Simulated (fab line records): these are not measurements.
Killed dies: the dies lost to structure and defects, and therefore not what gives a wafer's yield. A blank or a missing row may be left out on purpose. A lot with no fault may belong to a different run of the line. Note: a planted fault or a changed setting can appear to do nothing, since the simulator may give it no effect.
fab line records | flow nand-harc
[record] lots = 8 | wafers = 24 | last-day = 33
route steps=1302 shown A_ONON_D1@425 A_CHANNEL_HOLE_D1@460 END@1301
lots that met no fault: taken from a fault-free run of the same line
start-h: the number of hours between the record's first day and the start of the first shown wafer of the lot | wait-h: time in hours since the lot's previous step | " same as the row above | L1.1+2: a row that stands for several wafers | - value missing, or start not given | * or withheld: withheld | < > ~ a bound
route shown NAME@n: NAME is a module with steps in the file, n the number in the route of the first one | usual: mean/standard deviation taken from wafers without a fault | same: alike in all rows | chamber/n: place in a boat | sites: readings site by site | _std_site: their standard deviation | _edge_site: mean of outer sites minus mean of inner sites | radius-mm: how far each site lies from the wafer's centre | mask NAME#n: copy n | behind: tool/chamber where the wafer was last shaped | hold: why the lot went on hold/how many hours it stayed there/how the hold came to an end | device: transistor that didn't switch, given as n, p or np | end of line: tests run on the same wafers once the route is complete | step lacking rows: just its recipe | killed: at the first sort, the dies lost to defects and structure; wafer yield is something else | map: the dies of a wafer, with x for killed, . for not killed, _ for no die there
set.NAME: setting as actually run; set.NAME@STEP: the setting as run at that earlier step | model.NAME: the simulator's own value behind a step, which no gauge read
route steps across a sampled set of lots; one table per step, one row per wafer
services: the hour from which a tool's chamber was out of use, counted from the record's first day as start-h (under 0 if before that day), plus the number of hours and why
[[steps]]
[step NHARC_A_ONON_D1_THK_MEAS_02]
[recipe] thk-meas-gauge = ellipsometry
[usual] thk-nm = 1001/8.3
lot.wafer | tool          | chamber | start-h | wait-h | thk-nm
L364.3    | film-metro-01 | -       | 168.30  | -      | 996
L364.4    | "             | -       | "       | "      | 997
L364.5    | "             | -       | "       | "      | 996
L365.3    | film-metro-01 | -       | 184.98  | -      | 1004
L365.4    | "             | -       | "       | "      | 1001
L365.5    | "             | -       | "       | "      | 1001
L368.1    | film-metro-02 | -       | 211.17  | -      | 983
L368.4    | "             | -       | "       | "      | 983
L368.5    | "             | -       | "       | "      | 983
L375.1    | film-metro-01 | -       | 275.04  | -      | 999
L375.2    | "             | -       | "       | "      | 1003
L375.5    | "             | -       | "       | "      | 999
L377.2    | film-metro-02 | -       | 309.14  | -      | 994
L377.4    | "             | -       | "       | "      | 994
L377.6    | "             | -       | "       | "      | 994
L383.1    | film-metro-01 | -       | 362.19  | -      | 1015
L383.2    | "             | -       | "       | "      | 1013
L383.5    | "             | -       | "       | "      | 1016
L385.2    | film-metro-01 | -       | 384.01  | -      | 1000
L385.3    | "             | -       | "       | "      | 1000
L385.5    | "             | -       | "       | "      | 999
L384.2    | film-metro-01 | -       | 384.06  | -      | 1005
L384.3    | "             | -       | "       | "      | 1006
L384.4    | "             | -       | "       | "      | 1004
[step NHARC_A_CHANNEL_HOLE_D1_PEB_08]
[recipe] peb-temp-c = 100 | peb-time-s = 65
[usual] exhaust-pa = 45.0/0.97 | heater-power-total-W = 156.7/0.41 | plate-temp-C = 99.99/0.12
lot.wafer | tool           | chamber | start-h | wait-h | exhaust-pa | heater-power-total-W | plate-temp-C
L364.3    | litho-track-04 | 0       | 185.21  | 0.1    | 44.7       | 156.1                | 100.11
L364.4    | "              | 0       | "       | "      | 46.7       | 157.2                | 99.91
L364.5    | "              | 0       | "       | "      | 47.1       | 157.1                | 100.03
L365.3    | litho-track-06 | 0       | 201.07  | 0.0    | 44.2       | 156.2                | 100.16
L365.4    | "              | 0       | "       | "      | 46.7       | 156.1                | 99.87
L365.5    | "              | 0       | "       | "      | 45.7       | 157.2                | 100.24
L368.1    | litho-track-04 | 0       | 228.63  | 0.1    | 46.1       | 157.0                | 100.08
L368.4    | "              | 0       | "       | "      | 45.3       | 157.1                | 100.10
L368.5    | "              | 0       | "       | "      | 44.5       | 156.8                | 100.01
L375.1    | litho-track-04 | 0       | 293.06  | 0.1    | 46.9       | 163.6                | 102.96
L375.2    | "              | 0       | "       | "      | 46.9       | 163.0                | 102.99
L375.5    | "              | 0       | "       | "      | 46.5       | 162.8                | 103.07
L377.2    | litho-track-04 | 0       | 325.16  | 0.1    | 44.9       | 162.7                | 102.86
L377.4    | "              | 0       | "       | "      | 44.5       | 163.1                | 103.23
L377.6    | "              | 0       | "       | "      | 44.9       | 163.6                | 102.93
L383.1    | litho-track-01 | 0       | 380.03  | 0.1    | 43.2       | 156.7                | 100.16
L383.2    | "              | 0       | "       | "      | 44.6       | 155.9                | 99.87
L383.5    | "              | 0       | "       | "      | 45.6       | 156.5                | 99.81
L385.2    | litho-track-06 | 0       | 401.04  | 0.1    | 43.9       | 156.4                | 100.13
L385.3    | "              | 0       | "       | "      | 43.7       | 156.8                | 99.96
L385.5    | "              | 0       | "       | "      | 43.8       | 157.2                | 99.94
L384.2    | litho-track-06 | 0       | 402.31  | 0.1    | 42.9       | 156.0                | 100.07
L384.3    | "              | 0       | "       | "      | 45.4       | 156.7                | 100.03
L384.4    | "              | 0       | "       | "      | 46.0       | 157.1                | 100.00
[step NHARC_A_CHANNEL_HOLE_D1_CD_MEAS_10]
[recipe] target-cd-nm = 100 | landing-energy-ev = 500
[usual] cd-nm = 99.9/0.72
lot.wafer | tool      | chamber | start-h | wait-h | cd-nm
L364.3    | cd-sem-03 | 0       | 185.29  | -      | 99.9
L364.4    | "         | 0       | "       | "      | 99.5
L364.5    | "         | 0       | "       | "      | 99.7
L365.3    | cd-sem-02 | 0       | 201.15  | -      | 99.3
L365.4    | "         | 0       | "       | "      | 98.6
L365.5    | "         | 0       | "       | "      | 99.3
L368.1    | cd-sem-03 | 0       | 228.71  | -      | 99.8
L368.4    | "         | 0       | "       | "      | 98.5
L368.5    | "         | 0       | "       | "      | 99.4
L375.1    | cd-sem-03 | 0       | 293.14  | -      | 108.0
L375.2    | "         | 0       | "       | "      | 109.0
L375.5    | "         | 0       | "       | "      | 108.8
L377.2    | cd-sem-01 | 0       | 325.24  | -      | 106.5
L377.4    | "         | 0       | "       | "      | 105.8
L377.6    | "         | 0       | "       | "      | 106.8
L383.1    | cd-sem-03 | 0       | 380.11  | -      | 100.1
L383.2    | "         | 0       | "       | "      | 99.1
L383.5    | "         | 0       | "       | "      | 100.5
L385.2    | cd-sem-03 | 0       | 401.12  | -      | 98.2
L385.3    | "         | 0       | "       | "      | 97.8
L385.5    | "         | 0       | "       | "      | 98.6
L384.2    | cd-sem-02 | 0       | 402.39  | -      | 99.4
L384.3    | "         | 0       | "       | "      | 99.4
L384.4    | "         | 0       | "       | "      | 99.9
[step NHARC_A_CHANNEL_HOLE_D1_ETCH_38]
[recipe] target-depth-a = 390 | over-etch-frac = 0.3 | time-s = 65 | ion-energy-ev = 80 | cf4-flow-sccm = 150 | ar-flow-sccm = 0 | rf-w = 300 | bias-w = 100 | chemistry = CF4
[usual] drypump-motor-current-A = 5.4/0.47 | oes-product-au = 1.003/0.015 | rf-vpp-V = 151.4/1.3 | showerhead-plenum-p-Torr = 1.78/0.077 | throttle-valve-pct = 13.284/0.0089
lot.wafer | tool        | chamber | start-h | wait-h | drypump-motor-current-A | oes-product-au | rf-hours-counter-h | rf-vpp-V | showerhead-plenum-p-Torr | throttle-valve-pct
L364.4    | rie-diel-09 | 1       | 185.57  | 0.1    | 4.9                     | 0.994          | 3                  | 153.7    | 1.87                     | 13.294
L364.3    | "           | 2       | "       | "      | 5.3                     | 1.003          | 3                  | 150.7    | 1.69                     | 13.281
L364.5    | "           | 1       | "       | "      | 4.9                     | 0.993          | -                  | 152.3    | 1.87                     | 13.286
L365.3    | rie-diel-09 | 3       | 203.77  | 0.1    | 5.4                     | 1.017          | 5                  | 153.0    | 1.88                     | 13.301
L365.4    | "           | 0       | "       | "      | 5.3                     | 1.014          | 5                  | 150.9    | 1.72                     | 13.285
L365.5    | "           | 3       | "       | "      | 5.4                     | 1.019          | -                  | 152.9    | 1.88                     | 13.295
L368.1    | rie-diel-09 | 0       | 229.01  | 0.1    | 5.4                     | 1.029          | 8                  | 149.9    | 1.72                     | 13.283
L368.4    | "           | 3       | "       | "      | 5.4                     | 1.022          | -                  | 153.4    | 1.88                     | 13.277
L368.5    | "           | 2       | "       | "      | 5.3                     | 1.002          | -                  | 149.6    | 1.69                     | 13.296
L375.1    | rie-diel-09 | 2       | 293.43  | 0.1    | 5.3                     | 1.003          | 13                 | 151.4    | 1.69                     | 13.271
L375.2    | "           | 3       | "       | "      | 5.5                     | 1.024          | 14                 | 152.6    | 1.88                     | 13.292
L375.5    | "           | 1       | "       | "      | 4.9                     | 0.974          | -                  | 153.6    | 1.87                     | 13.292
L377.2    | rie-diel-10 | 0       | 325.59  | 0.1    | 6.3                     | 0.999          | 20                 | 151.7    | 1.78                     | 13.281
L377.4    | "           | 1       | "       | "      | 5.1                     | 1.001          | 24                 | 151.9    | 1.76                     | 13.278
L377.6    | "           | 3       | "       | "      | 5.2                     | 1.006          | -                  | 152.5    | 1.72                     | 13.293
L383.2    | rie-diel-09 | 2       | 380.39  | 0.1    | 5.2                     | 0.989          | 4                  | 151.4    | 1.69                     | 13.295
L383.1    | "           | 0       | "       | "      | 5.3                     | 1.030          | 3                  | 150.6    | 1.72                     | 13.266
L383.5    | "           | 2       | "       | "      | 5.3                     | 0.995          | -                  | 149.4    | 1.69                     | 13.291
L385.2    | rie-diel-09 | 1       | 401.39  | 0.1    | 4.9                     | 0.988          | 5                  | 152.6    | 1.87                     | 13.278
L385.3    | "           | 3       | "       | "      | 5.4                     | 1.009          | 4                  | 153.2    | 1.87                     | 13.277
L385.5    | "           | 2       | "       | "      | 5.2                     | 0.999          | -                  | 148.7    | 1.69                     | 13.297
L384.2    | rie-diel-10 | 0       | 402.69  | 0.1    | 6.3                     | 1.001          | 45                 | 150.9    | 1.77                     | 13.288
L384.3    | "           | 1       | "       | "      | 5.1                     | 1.000          | 50                 | 150.9    | 1.75                     | 13.283
L384.4    | "           | 2       | "       | "      | 6.3                     | 0.995          | 49                 | 150.0    | 1.65                     | 13.285
[step NHARC_A_CHANNEL_HOLE_D1_ETCH_21]
[recipe] bias-v = 3000 | source-w = withheld | pressure-mtorr = 20 | time-s = 514.3 | ar-flow-sccm = 375 | c4f8-flow-sccm = 89.3 | o2-flow-sccm = 35.7 | temp-c = -20 | target-depth-a = 16000 | chemistry = C4F8/O2/Ar
[usual] drypump-motor-current-A = 6.1/0.39 | showerhead-plenum-p-Torr = 3.66/0.14 | temp-c = -19.97/0.1 | throttle-valve-pct = 32.155/0.0087
lot.wafer | tool        | chamber | start-h | wait-h | drypump-motor-current-A | rf-hours-counter-h | showerhead-plenum-p-Torr | temp-c | throttle-valve-pct
L364.4    | har-etch-02 | 0       | 190.99  | 0.3    | 5.6                     | -                  | 3.42                     | -20.03 | 32.162
L364.3    | "           | 1       | "       | "      | 5.9                     | -                  | 3.76                     | -19.84 | 32.161
L364.5    | "           | 1       | "       | "      | 5.9                     | -                  | 3.76                     | -19.99 | 32.144
L365.3    | har-etch-02 | 1       | 205.44  | 0.3    | 5.9                     | -                  | 3.76                     | -19.83 | 32.152
L365.4    | "           | 0       | "       | "      | 5.6                     | -                  | 3.42                     | -19.90 | 32.150
L365.5    | "           | 1       | "       | "      | 5.9                     | -                  | 3.76                     | -19.87 | 32.156
L368.1    | har-etch-02 | 1       | 232.19  | 0.3    | 5.9                     | 327                | 3.75                     | -20.00 | 32.146
L368.4    | "           | 1       | "       | "      | 5.9                     | -                  | 3.75                     | -20.18 | 32.136
L368.5    | "           | 0       | "       | "      | 5.6                     | -                  | 3.41                     | -19.98 | 32.156
L375.1    | har-etch-02 | 1       | 294.95  | 0.3    | 5.9                     | 349                | 3.74                     | -19.96 | 32.160
L375.2    | "           | 0       | "       | "      | 5.6                     | 365                | 3.39                     | -19.96 | 32.150
L375.5    | "           | 1       | "       | "      | 5.9                     | -                  | 3.74                     | -19.86 | 32.149
L377.2    | har-etch-02 | 1       | 328.46  | 0.3    | 5.9                     | 369                | 3.73                     | -20.13 | 32.146
L377.4    | "           | 0       | "       | "      | 5.6                     | -                  | 3.93                     | -20.05 | 32.155
L377.6    | "           | 1       | "       | "      | 5.9                     | -                  | 3.73                     | -19.83 | 32.149
L383.1    | har-etch-01 | 0       | 381.89  | 0.3    | 6.4                     | 202                | 3.67                     | -19.95 | 32.149
L383.2    | "           | 1       | "       | "      | 6.5                     | 202                | 3.60                     | -19.94 | 32.160
L383.5    | "           | 1       | "       | "      | 6.6                     | -                  | 3.60                     | -19.92 | 32.155
L385.2    | har-etch-02 | 1       | 402.92  | 0.3    | 6.0                     | 4                  | 3.71                     | -19.88 | 32.147
L385.3    | "           | 1       | "       | "      | 6.0                     | -                  | 3.71                     | -19.82 | 32.157
L385.5    | "           | 0       | "       | "      | 5.6                     | -                  | 3.91                     | -19.97 | 32.160
L384.2    | har-etch-02 | 1       | 411.29  | 0.3    | 5.9                     | 12                 | 3.70                     | -19.86 | 32.148
L384.3    | "           | 0       | "       | "      | 5.6                     | -                  | 3.90                     | -19.88 | 32.151
L384.4    | "           | 1       | "       | "      | 5.9                     | -                  | 3.70                     | -19.95 | 32.152
[step NHARC_A_CHANNEL_HOLE_D1_CD_MEAS_30]
[usual] cd-nm = 89.7/1.7
lot.wafer | tool      | chamber | start-h | wait-h | cd-nm
L364.3    | cd-sem-02 | -       | 195.97  | -      | 87.2
L364.4    | "         | -       | "       | "      | 89.2
L364.5    | "         | -       | "       | "      | 87.0
L365.3    | cd-sem-03 | -       | 210.52  | -      | 90.1
L365.4    | "         | -       | "       | "      | 88.1
L365.5    | "         | -       | "       | "      | 90.5
L368.1    | cd-sem-03 | -       | 237.42  | -      | 88.4
L368.4    | "         | -       | "       | "      | 87.4
L368.5    | "         | -       | "       | "      | 88.9
L375.1    | cd-sem-03 | -       | 300.16  | -      | 101.4
L375.2    | "         | -       | "       | "      | 100.2
L375.5    | "         | -       | "       | "      | 102.2
L377.2    | cd-sem-02 | -       | 333.51  | -      | 93.5
L377.4    | "         | -       | "       | "      | 96.6
L377.6    | "         | -       | "       | "      | 95.9
L383.1    | cd-sem-01 | -       | 387.00  | -      | 88.4
L383.2    | "         | -       | "       | "      | 88.1
L383.5    | "         | -       | "       | "      | 89.5
L385.2    | cd-sem-02 | -       | 407.99  | -      | 88.1
L385.3    | "         | -       | "       | "      | 86.8
L385.5    | "         | -       | "       | "      | 85.9
L384.2    | cd-sem-03 | -       | 416.31  | -      | 91.4
L384.3    | "         | -       | "       | "      | 88.7
L384.4    | "         | -       | "       | "      | 90.1
[step NHARC_A_CHANNEL_HOLE_D1_XSEM_31]
[recipe] landing-energy-ev = 35000
[usual] bot-cd-nm = 74.2/1.7 | bow-nm = 8.69/0.3 | tilt-deg = 0.07/0.049
lot.wafer | tool    | chamber | start-h | wait-h | bot-cd-nm | bow-nm | tilt-deg
L364.3    | xsem-01 | 0       | 196.06  | 0.1    | 72.4      | 8.35   | 0.01
L364.4    | "       | 0       | "       | "      | 74.8      | 8.40   | 0.01
L364.5    | "       | 0       | "       | "      | 72.3      | 8.40   | 0.01
L365.3    | xsem-01 | 0       | 210.60  | 0.1    | 74.1      | 9.07   | 0.00
L365.4    | "       | 0       | "       | "      | 72.1      | 9.08   | 0.00
L365.5    | "       | 0       | "       | "      | 74.6      | 9.03   | 0.00
L368.1    | xsem-02 | 0       | 237.52  | 0.1    | 73.4      | 8.58   | 0.03
L368.4    | "       | 0       | "       | "      | 73.1      | 8.52   | 0.03
L368.5    | "       | 0       | "       | "      | 73.9      | 8.54   | 0.03
L375.1    | xsem-02 | 0       | 300.25  | 0.1    | 87.1      | 8.28   | 0.06
L375.2    | "       | 0       | "       | "      | 85.5      | 8.38   | 0.06
L375.5    | "       | 0       | "       | "      | 87.1      | 8.37   | 0.06
L377.2    | xsem-02 | 0       | 333.60  | 0.1    | 77.9      | 9.14   | 0.05
L377.4    | "       | 0       | "       | "      | 81.2      | 9.06   | 0.05
L377.6    | "       | 0       | "       | "      | 80.3      | 9.06   | 0.05
L383.1    | xsem-02 | 0       | 387.09  | 0.1    | 73.7      | 8.91   | -0.01
L383.2    | "       | 0       | "       | "      | 73.3      | 8.88   | 0.00
L383.5    | "       | 0       | "       | "      | 74.4      | 8.93   | 0.00
L385.2    | xsem-02 | 0       | 408.08  | 0.1    | 73.8      | 8.91   | 0.16
L385.3    | "       | 0       | "       | "      | 72.2      | 8.89   | 0.16
L385.5    | "       | 0       | "       | "      | 72.0      | 8.90   | 0.16
L384.2    | xsem-01 | 0       | 416.40  | 0.1    | 76.5      | 8.47   | 0.11
L384.3    | "       | 0       | "       | "      | 73.1      | 8.51   | 0.11
L384.4    | "       | 0       | "       | "      | 74.7      | 8.53   | 0.11
[step NHARC_END_WLT_00]
[usual] VT_DECK1_BOTTOM = 0.870/0.0079 | VT_DECK1_BOTTOM_INNER = 0.870/0.0077 | VT_DECK1_MEDIAN_NEAR_BOTTOM = 0.872/0.0076 | VT_DECK1_MEDIAN_NEAR_BOTTOM_INNER = 0.871/0.0073 | VT_DECK1_MIDDLE = 0.884/0.0076 | VT_DECK1_MIDDLE_INNER = 0.884/0.0062 | VT_DECK1_TOP = 0.896/0.007 | VT_DECK1_TOP_INNER = 0.896/0.0063 | VT_DECK2_BOTTOM = 0.867/0.0083 | VT_DECK2_BOTTOM_INNER = 0.867/0.0082 | VT_DECK2_MEDIAN_NEAR_BOTTOM = 0.869/0.0081 | VT_DECK2_MEDIAN_NEAR_BOTTOM_INNER = 0.869/0.0084 | VT_DECK2_MIDDLE = 0.882/0.0076 | VT_DECK2_MIDDLE_INNER = 0.881/0.0073 | VT_DECK2_TOP = 0.894/0.0068 | VT_DECK2_TOP_INNER = 0.893/0.0068
lot.wafer | tool      | chamber | start-h | wait-h | VT_DECK1_BOTTOM | VT_DECK1_BOTTOM_INNER | VT_DECK1_MEDIAN_NEAR_BOTTOM | VT_DECK1_MEDIAN_NEAR_BOTTOM_INNER | VT_DECK1_MIDDLE | VT_DECK1_MIDDLE_INNER | VT_DECK1_TOP | VT_DECK1_TOP_INNER | VT_DECK2_BOTTOM | VT_DECK2_BOTTOM_INNER | VT_DECK2_MEDIAN_NEAR_BOTTOM | VT_DECK2_MEDIAN_NEAR_BOTTOM_INNER | VT_DECK2_MIDDLE | VT_DECK2_MIDDLE_INNER | VT_DECK2_TOP | VT_DECK2_TOP_INNER
L364.3    | prober-01 | -       | 577.83  | 1.0    | 0.870           | 0.862                 | 0.861                       | 0.868                             | 0.886           | 0.883                 | 0.891        | 0.898              | 0.867           | 0.862                 | 0.864                       | 0.862                             | 0.875           | 0.880                 | 0.884        | 0.889
L364.4    | "         | -       | "       | "      | 0.870           | 0.869                 | 0.880                       | 0.872                             | 0.885           | 0.886                 | 0.899        | 0.898              | 0.865           | 0.866                 | 0.864                       | 0.865                             | 0.873           | 0.870                 | 0.889        | 0.883
L364.5    | "         | -       | "       | "      | 0.864           | 0.864                 | 0.867                       | 0.864                             | 0.873           | 0.888                 | 0.900        | 0.895              | 0.867           | 0.860                 | 0.864                       | 0.864                             | 0.881           | 0.878                 | 0.897        | 0.885
L368.1    | prober-02 | -       | 591.63  | 0.0    | 0.874           | 0.870                 | 0.874                       | 0.870                             | 0.887           | 0.890                 | 0.908        | 0.905              | 0.857           | 0.860                 | 0.868                       | 0.862                             | 0.874           | 0.876                 | 0.888        | 0.884
L368.4    | "         | -       | 593.12  | 1.5    | 0.869           | 0.870                 | 0.875                       | 0.875                             | 0.898           | 0.887                 | 0.901        | 0.899              | 0.863           | 0.869                 | 0.868                       | 0.862                             | 0.889           | 0.875                 | 0.892        | 0.893
L368.5    | "         | -       | "       | "      | 0.875           | 0.879                 | 0.876                       | 0.872                             | 0.893           | 0.887                 | 0.899        | 0.904              | 0.869           | 0.868                 | 0.866                       | 0.872                             | 0.877           | 0.888                 | 0.896        | 0.891
L365.3    | prober-02 | -       | 600.31  | 8.7    | 0.861           | 0.868                 | 0.877                       | 0.867                             | 0.886           | 0.886                 | 0.901        | 0.897              | 0.860           | 0.868                 | 0.870                       | 0.869                             | 0.895           | 0.885                 | 0.901        | 0.894
L365.4    | "         | -       | "       | "      | 0.867           | 0.868                 | 0.870                       | 0.877                             | 0.884           | 0.885                 | 0.895        | 0.896              | 0.869           | 0.872                 | 0.874                       | 0.876                             | 0.884           | 0.876                 | 0.885        | 0.888
L365.5    | "         | -       | "       | "      | 0.878           | 0.873                 | 0.877                       | 0.875                             | 0.881           | 0.898                 | 0.890        | 0.900              | 0.881           | 0.875                 | 0.868                       | 0.869                             | 0.883           | 0.892                 | 0.894        | 0.893
L375.1    | prober-01 | -       | 664.84  | 0.0    | 0.897           | 0.894                 | 0.902                       | 0.907                             | 0.909           | 0.909                 | 0.920        | 0.913              | 0.863           | 0.862                 | 0.871                       | 0.864                             | 0.877           | 0.893                 | 0.898        | 0.895
L375.2    | "         | -       | "       | "      | 0.902           | 0.893                 | 0.904                       | 0.901                             | 0.902           | 0.907                 | 0.917        | 0.922              | 0.873           | 0.866                 | 0.864                       | 0.867                             | 0.878           | 0.883                 | 0.898        | 0.887
L375.5    | "         | -       | 666.85  | 2.1    | 0.911           | 0.907                 | 0.903                       | 0.907                             | 0.912           | 0.910                 | 0.922        | 0.917              | 0.858           | 0.855                 | 0.858                       | 0.862                             | 0.880           | 0.881                 | 0.898        | 0.889
L377.2    | prober-01 | -       | 691.75  | 0.5    | 0.884           | 0.883                 | 0.881                       | 0.887                             | 0.900           | 0.899                 | 0.914        | 0.911              | 0.858           | 0.859                 | 0.866                       | 0.857                             | 0.874           | 0.874                 | 0.900        | 0.896
L377.4    | "         | -       | 692.75  | 1.5    | 0.882           | 0.887                 | 0.894                       | 0.892                             | 0.899           | 0.898                 | 0.915        | 0.907              | 0.860           | 0.855                 | 0.862                       | 0.859                             | 0.880           | 0.883                 | 0.895        | 0.892
L377.6    | "         | -       | "       | "      | 0.893           | 0.883                 | 0.890                       | 0.885                             | 0.905           | 0.895                 | 0.911        | 0.907              | 0.865           | 0.860                 | 0.857                       | 0.865                             | 0.875           | 0.877                 | 0.890        | 0.888
L383.1    | prober-01 | -       | 758.80  | 0.0    | 0.858           | 0.869                 | 0.874                       | 0.860                             | 0.886           | 0.879                 | 0.896        | 0.881              | 0.872           | 0.866                 | 0.871                       | 0.872                             | 0.896           | 0.888                 | 0.902        | 0.892
L383.2    | "         | -       | "       | "      | 0.862           | 0.853                 | 0.866                       | 0.857                             | 0.880           | 0.876                 | 0.890        | 0.889              | 0.877           | 0.879                 | 0.884                       | 0.874                             | 0.893           | 0.886                 | 0.906        | 0.903
L383.5    | "         | -       | 760.83  | 2.1    | 0.861           | 0.860                 | 0.868                       | 0.866                             | 0.881           | 0.880                 | 0.895        | 0.900              | 0.866           | 0.868                 | 0.877                       | 0.874                             | 0.891           | 0.885                 | 0.902        | 0.913
L384.2    | prober-01 | -       | 777.74  | 0.5    | 0.874           | 0.873                 | 0.880                       | 0.874                             | 0.880           | 0.885                 | 0.897        | 0.900              | 0.875           | 0.874                 | 0.882                       | 0.879                             | 0.895           | 0.888                 | 0.895        | 0.900
L384.3    | "         | -       | "       | "      | 0.861           | 0.867                 | 0.861                       | 0.869                             | 0.882           | 0.884                 | 0.888        | 0.895              | 0.873           | 0.879                 | 0.869                       | 0.880                             | 0.882           | 0.888                 | 0.895        | 0.902
L384.4    | "         | -       | "       | "      | 0.858           | 0.877                 | 0.864                       | 0.870                             | 0.878           | 0.889                 | 0.893        | 0.895              | 0.872           | 0.862                 | 0.869                       | 0.874                             | 0.886           | 0.882                 | 0.912        | 0.899
L385.2    | prober-02 | -       | 777.75  | 0.6    | 0.863           | 0.867                 | 0.864                       | 0.869                             | 0.870           | 0.879                 | 0.888        | 0.891              | 0.862           | 0.860                 | 0.864                       | 0.863                             | 0.873           | 0.887                 | 0.889        | 0.895
L385.3    | "         | -       | "       | "      | 0.856           | 0.855                 | 0.865                       | 0.867                             | 0.875           | 0.867                 | 0.883        | 0.888              | 0.863           | 0.867                 | 0.863                       | 0.875                             | 0.883           | 0.870                 | 0.888        | 0.883
L385.5    | "         | -       | 779.25  | 2.1    | 0.863           | 0.852                 | 0.858                       | 0.863                             | 0.865           | 0.880                 | 0.884        | 0.886              | 0.871           | 0.868                 | 0.870                       | 0.874                             | 0.877           | 0.875                 | 0.890        | 0.891
[step NHARC_END_SORT_01]
[recipe] temp-c = 25
[usual] killed-at-array = 52/16 | killed-at-other = 0.8/0.98 | killed-at-periphery = 4.2/2.9 | killed-dies = 57/16 | killed-open = 3.3/1.9 | killed-short = 2.5/1.5
[same] gross-dies = 677
lot.wafer | tool      | chamber | start-h | wait-h | killed-at-array | killed-at-other | killed-at-periphery | killed-dies | killed-open | killed-short
L375.1    | prober-01 | 0       | 667.86  | 2.5    | 38              | 1               | 5                   | 44          | 6           | 4
L377.6    | prober-01 | 0       | 698.21  | 4.0    | 42              | 0               | 4                   | 46          | 4           | 0
// killed by level:class
L375.1 A_CHANNEL_HOLE_D1:chamber-film-flake=21 A_CHANNEL_FILL_D2:chamber-film-flake=3 P_M0:geometric-particle:open=2 A_CHANNEL_FILL_D1:geometric-particle:short=2 A_STAIRCASE:chamber-film-flake=2 A_CONTACT:chamber-film-flake=2 A_BLC:chamber-film-flake=2 P_GATE:geometric-particle:short=1
L377.6 A_CHANNEL_HOLE_D1:chamber-film-flake=22 A_STAIRCASE:chamber-film-flake=6 A_CONTACT:chamber-film-flake=3 A_CHANNEL_HOLE_D1:geometric-particle:open=2 P_ZERO_WELL:chamber-film-flake=2 A_DECK1_JOINT:chamber-film-flake=2 A_SLIT:chamber-film-flake=2 P_M1:geometric-particle:open=1
[[services]]
tool           | chamber | start-h | hours | kind
har-etch-02    | -       | 167.10  | 3.4   | repair
litho-track-06 | -       | 179.00  | 7.0   | pm
rie-diel-10    | 1       | 181.14  | 7.9   | repair
litho-track-04 | -       | 203.00  | 7.0   | pm
rie-diel-09    | -       | 207.42  | 0.2   | repair
rie-diel-09    | 3       | 214.69  | 4.7   | repair
rie-diel-09    | 1       | 226.65  | 14.5  | repair
rie-diel-10    | -       | 242.56  | 9.0   | pm
har-etch-02    | 1       | 267.45  | -     | consumable-replace:esc
har-etch-02    | 1       | 267.45  | 17.0  | scheduled-down
har-etch-02    | 1       | 267.45  | 17.0  | vent-cycle
har-etch-02    | 0       | 298.70  | -     | consumable-replace:showerhead
har-etch-02    | 0       | 298.70  | 17.0  | scheduled-down
har-etch-02    | 0       | 298.70  | 17.0  | vent-cycle
rie-diel-09    | 3       | 315.29  | 3.7   | repair
rie-diel-09    | -       | 320.14  | 9.0   | pm
litho-track-01 | -       | 330.00  | 7.0   | pm
rie-diel-09    | 0       | 345.55  | 6.6   | repair
litho-track-06 | -       | 354.00  | 7.0   | pm
xsem-02        | -       | 371.11  | 0.9   | repair
xsem-01        | -       | 374.00  | 14.0  | pm
litho-track-04 | -       | 378.00  | 7.0   | pm
har-etch-02    | -       | 379.55  | 17.0  | pm
har-etch-02    | 0       | 379.55  | 17.0  | vent-cycle
[[key]]
[first-sign] step = NHARC_A_CHANNEL_HOLE_D1_PEB_08 | reading = plate-temp-C | direction = up | sigmas = 26 | usual = * | struck = *
[effect] step = NHARC_A_CHANNEL_HOLE_D1_PEB_08 | reading = heater-power-total-W | direction = up | sigmas = 16 | usual = * | struck = *
[effect] step = NHARC_A_CHANNEL_HOLE_D1_CD_MEAS_10 | reading = cd-nm | direction = up | sigmas = 11 | usual = 99.9 | struck = 107.5 | through = control-loop
[effect] step = NHARC_A_CHANNEL_HOLE_D1_CD_MEAS_30 | reading = cd-nm | direction = up | sigmas = 5.2 | usual = 89.7 | struck = 98.3 | through = control-loop
[effect] step = NHARC_A_CHANNEL_HOLE_D1_XSEM_31 | reading = bot-cd-nm | direction = up | sigmas = 5.4 | usual = 74.2 | struck = 83.2 | through = control-loop
[effect] step = NHARC_END_WLT_00 | reading = VT_DECK1_MEDIAN_NEAR_BOTTOM_INNER | direction = up | sigmas = 3.4 | usual = 0.871 | struck = 0.896
met-at NHARC_A_CHANNEL_HOLE_D1_PEB_08
struck-lots L375,L377
tester-left-out L375,L377
[loop-trim] step = NHARC_A_CHANNEL_HOLE_D1_EXPOSE_07 | setting = dose | lots = L377
not-acting-at NHARC_A_ONON_D1_THK_MEAS_02,NHARC_A_CHANNEL_HOLE_D1_ETCH_38,NHARC_A_CHANNEL_HOLE_D1_ETCH_21
onset-between 228.63 293.06
[fault] kind = process-parameter-drift | tool = litho-track-04 | chamber = - | onset-h = 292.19 | steps = NHARC_A_CHANNEL_HOLE_D1_PEB_08 | channel = peb-temp-c | offset = * | shape = step | end-h = 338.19 | acts-in = * | stated = *
// tester-left-out: of these lots the tester's yield and bins aren't shown, on N5 and GAA mostly nor the transistor test; their killed dies are dies lost to structure and defects alone, not to doping, threshold or leakage, so they don't give the yield
// loop-trim: a control loop set the setting to another value than it would have without faults
